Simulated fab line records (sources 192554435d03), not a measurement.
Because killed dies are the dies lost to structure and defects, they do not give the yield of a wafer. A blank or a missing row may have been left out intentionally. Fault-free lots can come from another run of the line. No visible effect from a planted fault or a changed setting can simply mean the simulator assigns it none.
Split-lot study + flow n5Finfet + 39 wafers read from 7 lots, route of 1938 steps

ABOUT THE SPLIT
At N5_FIN_CUT_CUT_ETCH_15 (etches Si in HBr/Cl2/O2, target depth 100 nm, bt time 10 s, time 42.4 s), the setting targetDepthA was moved away from the recipe's 1000 angstrom on 9 of the 39 wafers read, by -8.5% to +11.5%. This setting was run at the recipe's value on the other wafers.

Split to reading: the file shows no intervening step.

THE READING
SOC_of_FIN_CUT_COAT_18.thkNm (the simulator's own value, which no gauge read), in nm, at N5_FIN_CUT_CUT_ETCH_28 (etches Si in HBr/Cl2/O2, target depth 6 nm, time 2.4 s). The file gives no usual value for it. Across the 30 wafers here that went through the recipe, the average is 168.5 nm and the standard deviation 0.74 nm.

| wafer  | tool, chamber at the split | targetDepthA as run, angstrom | against the recipe | SOC_of_FIN_CUT_COAT_18.thkNm, nm | against lot-mates on the recipe |
|--------|----------------------------|-------------------------------|--------------------|----------------------------------|---------------------------------|
| L079.1 | rieSi-02, 1                | 1000                          | recipe             | 169                              | -                               |
| L079.2 | rieSi-02, 0                | 1115                          | +11.5%             | 164                              | -4.7                            |
| L079.5 | rieSi-02, 2                | 1115                          | +11.5%             | 164                              | -4.7                            |
| L079.3 | rieSi-02, 2                | 1000                          | recipe             | 169.4                            | -                               |
| L079.4 | rieSi-02, 3                | 1115                          | +11.5%             | 164.8                            | -3.9                            |
| L079.6 | rieSi-02, 1                | 1000                          | recipe             | 167.8                            | -                               |
| L081.1 | rieSi-02, 0                | 1000                          | recipe             | 167.6                            | -                               |
| L081.2 | rieSi-02, 3                | 1000                          | recipe             | 168.2                            | -                               |
| L081.6 | rieSi-02, 3                | 1000                          | recipe             | 168.2                            | -                               |
| L081.3 | rieSi-02, 1                | 914.7                         | -8.5%              | 170.8                            | +2.8                            |
| L081.5 | rieSi-02, 0                | 914.7                         | -8.5%              | 170.8                            | +2.8                            |
| L081.4 | rieSi-02, 2                | 914.7                         | -8.5%              | 170.2                            | +2.2                            |
| L086.1 | rieSi-06, 2                | 1000                          | recipe             | 167.6                            | -                               |
| L086.2 | rieSi-06, 3                | 1000                          | recipe             | 168.4                            | -                               |
| L086.3 | rieSi-06, 0                | 1000                          | recipe             | 168.4                            | -                               |
| L086.5 | rieSi-06, 0                | 1000                          | recipe             | 168.4                            | -                               |
| L086.4 | rieSi-06, 1                | 1000                          | recipe             | 169.2                            | -                               |
| L086.6 | rieSi-06, 1                | 1000                          | recipe             | 169                              | -                               |
| L089.2 | rieSi-06, 3                | 1000                          | recipe             | 168.6                            | -                               |
| L089.4 | rieSi-06, 0                | 1000                          | recipe             | 170.4                            | -                               |
| L089.5 | rieSi-06, 3                | 1000                          | recipe             | 169.4                            | -                               |
| L091.1 | rieSi-06, 3                | 1000                          | recipe             | 168.6                            | -                               |
| L091.2 | rieSi-06, 2                | 1000                          | recipe             | 167.8                            | -                               |
| L091.3 | rieSi-06, 0                | 1000                          | recipe             | 169.2                            | -                               |
| L091.4 | rieSi-06, 1                | 1000                          | recipe             | 168.8                            | -                               |
| L091.5 | rieSi-06, 2                | 1000                          | recipe             | 168                              | -                               |
| L091.6 | rieSi-06, 1                | 1000                          | recipe             | 169.6                            | -                               |
| L092.1 | rieSi-02, 3                | 1000                          | recipe             | 167.6                            | -                               |
| L092.5 | rieSi-02, 1                | 1000                          | recipe             | 167.6                            | -                               |
| L092.6 | rieSi-02, 2                | 1000                          | recipe             | 167.6                            | -                               |
| L092.2 | rieSi-02, 0                | 1000                          | recipe             | 168                              | -                               |
| L092.3 | rieSi-02, 1                | 1000                          | recipe             | 167                              | -                               |
| L092.4 | rieSi-02, 2                | 1000                          | recipe             | 168.4                            | -                               |
| L094.1 | rieSi-02, 2                | 1000                          | recipe             | 168.4                            | -                               |
| L094.2 | rieSi-02, 3                | 1034                          | +3.4%              | 167.6                            | -1.0                            |
| L094.3 | rieSi-02, 0                | 1034                          | +3.4%              | 167.4                            | -1.2                            |
| L094.4 | rieSi-02, 1                | 1034                          | +3.4%              | 167.4                            | -1.2                            |
| L094.5 | rieSi-02, 2                | 1000                          | recipe             | 169.2                            | -                               |
| L094.6 | rieSi-02, 3                | 1000                          | recipe             | 168.2                            | -                               |

FIT RESULTS
A straight line over all 39 wafers: SOC_of_FIN_CUT_COAT_18.thkNm changes by -0.32 nm for each +1% of targetDepthA; r = -0.88; the points scatter about the line by 0.71 nm.
The same after taking each lot's own level away (the mean of its wafers on the recipe; 39 wafers): -0.356 nm for each +1%; r = -0.94; scatter 0.53 nm.
On that fit, the largest move of targetDepthA shifts the reading by 4.1 nm.
From 167.70 to 169.47 nm: that is the span of the lots' own levels, equal to 2.4 times the standard deviation above.
Hence the slope depends on the lot-to-lot level, as the two fits are not the same.
Check: for one of the wafers moved furthest among these (+11.5%), held out of the fit, the line's prediction against its lot-mates is -3.99 nm. Against them it came out at -4.73 nm.

THE WHOLE CHAIN: every reading that the file lists as answering this split, in the file's order
| step                   | what it does                                                            | reading                                                                       | change (the file's fit)               | r (the file's) |
|------------------------|-------------------------------------------------------------------------|-------------------------------------------------------------------------------|---------------------------------------|----------------|
| N5_FIN_CUT_CUT_ETCH_15 | etches Si in HBr/Cl2/O2, target depth 100 nm, bt time 10 s, time 42.4 s | FIN_CUT.featureDepthNm (the simulator's own value, which no gauge read)       | +0.958 nm for each +1% of the setting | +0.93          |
| N5_FIN_CUT_CUT_ETCH_15 | etches Si in HBr/Cl2/O2, target depth 100 nm, bt time 10 s, time 42.4 s | etch.depthNm (the simulator's own value, which no gauge read)                 | +0.965 nm for each +1% of the setting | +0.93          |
| N5_FIN_CUT_CUT_ETCH_15 | etches Si in HBr/Cl2/O2, target depth 100 nm, bt time 10 s, time 42.4 s | SOC_of_FIN_CUT_COAT_18.thkNm (the simulator's own value, which no gauge read) | -0.35 nm for each +1% of the setting  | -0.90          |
| N5_FIN_CUT_CUT_ETCH_28 | etches Si in HBr/Cl2/O2, target depth 6 nm, time 2.4 s                  | SOC_of_FIN_CUT_COAT_18.thkNm (the simulator's own value, which no gauge read) | -0.357 nm for each +1% of the setting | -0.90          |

FILE'S OWN FIT
SOC_of_FIN_CUT_COAT_18.thkNm changes by -0.357 nm for each +1% of targetDepthA, r = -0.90.
